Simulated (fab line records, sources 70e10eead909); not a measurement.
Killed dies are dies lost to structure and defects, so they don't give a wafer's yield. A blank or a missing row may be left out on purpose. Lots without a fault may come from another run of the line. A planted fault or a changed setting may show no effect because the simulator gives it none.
A struck lot beside a sound one | flow nand_harc | 15 steps out of a route of 1302
Sound: wafers L568.1, L568.2, L568.6. Struck: wafer L577.5. (L577.2, L577.4 of the same lot were not struck and are left out.) The cause comes at the end.
At each step with rows: each side's tool, then ch and its chambers, then its first start. Under that, the readings that differ: sound wafers | struck wafers | difference of the means | sigmas: that difference in standard deviations of wafers without a fault.
alike: readings whose means differ by less than 2 such deviations, and words and numbers that are the same on both sides. not compared: withheld readings, readings that some wafer has no value for, bounds like >300 that may hide the same value, and numbers for which the record gives no deviation and whose values overlap.
The two part at a step that has a row with sigmas, a row that says differs or no value, or rows on one side only. Numbers that don't overlap but have no deviation are shown without sigmas and don't part them. A reading that every wafer of one side lacks parts them only if that side has two wafers or more.

NHARC_P_GATE_DESCUM_13: chemistry O2, time 3 s.
  sound on rie_diel-03 ch 0,2, day 4 11:33; struck on rie_diel-06 ch 3, day 8 01:24
  reading                         | sound          | struck | difference | sigmas
  showerhead_plenum_p_Torr (Torr) | 1.87 1.84 1.84 | 2.05   | +0.20      | +2
  alike: drypump_motor_current_A, oes_product_au, rf_vpp_V, throttle_valve_pct
  not compared: rf_hours_counter_h
then, 6 steps without rows for these wafers: NHARC_P_GATE_ETCH_14 (etches SiO2 in dHF, target depth 48.8 nm); NHARC_P_GATE_STRIP_15 (strips in SPM, time 780 s); NHARC_P_GATE_PRECLEAN_71 (cleans in SC1); NHARC_P_GATE_SRD_72; NHARC_P_GATE_OXIDE_16 (material SiO2, target thk 3 nm, ox time 392 s); NHARC_P_GATE_CVD_17 (deposits poly-Si, target thk 150 nm, time 900 s).
NHARC_P_GATE_HM_DEP_102: deposits aC, target thk 120 nm.
  sound on acl_dep-02 ch 0, day 5 02:30; struck on acl_dep-02 ch 0, day 8 14:19
  alike: throttle_valve_pct
NHARC_P_GATE_DEP_103: deposits SiON, target thk 30 nm.
  sound on pecvd-03 ch 1,2, day 5 03:14; struck on pecvd-03 ch 0, day 8 14:55
  alike: heater_power_w
then, 3 steps without rows for these wafers: NHARC_P_GATE_DEHYDRATE_18 (time 120 s); NHARC_P_GATE_HMDS_19 (time 30 s); NHARC_P_GATE_COAT_20 (resist thk 90 nm).
NHARC_P_GATE_SOFTBAKE_21: time 55 s.
  sound on litho_track-01 ch 0, day 5 03:00; struck on litho_track-01 ch 0, day 8 15:00
  reading                  | sound                | struck | difference | sigmas
  heater_power_total_W (W) | 188.61 188.42 188.55 | 207.85 | +19.32     | +99 or more
then, 1 step without rows for these wafers: NHARC_P_GATE_EBR_22.
-- the record jumps here: 19 days lie between the struck wafers' starts before and after (it left off in module P_GATE and takes up again in module END, whose first step shown is number 1302 of the route) --
NHARC_END_SORT_01:
  sound on prober-02 ch 0, day 25 12:41; struck on prober-02 ch 0, day 27 18:25
  alike: killed_at_array, killed_at_other, killed_at_periphery, killed_dies, killed_open, killed_short

WHERE THEY PART
First at NHARC_P_GATE_DESCUM_13; last, within this record, at NHARC_P_GATE_SOFTBAKE_21. Later steps at which nothing parts them and some readings are alike: NHARC_END_SORT_01.

WHY: what the simulator had put in
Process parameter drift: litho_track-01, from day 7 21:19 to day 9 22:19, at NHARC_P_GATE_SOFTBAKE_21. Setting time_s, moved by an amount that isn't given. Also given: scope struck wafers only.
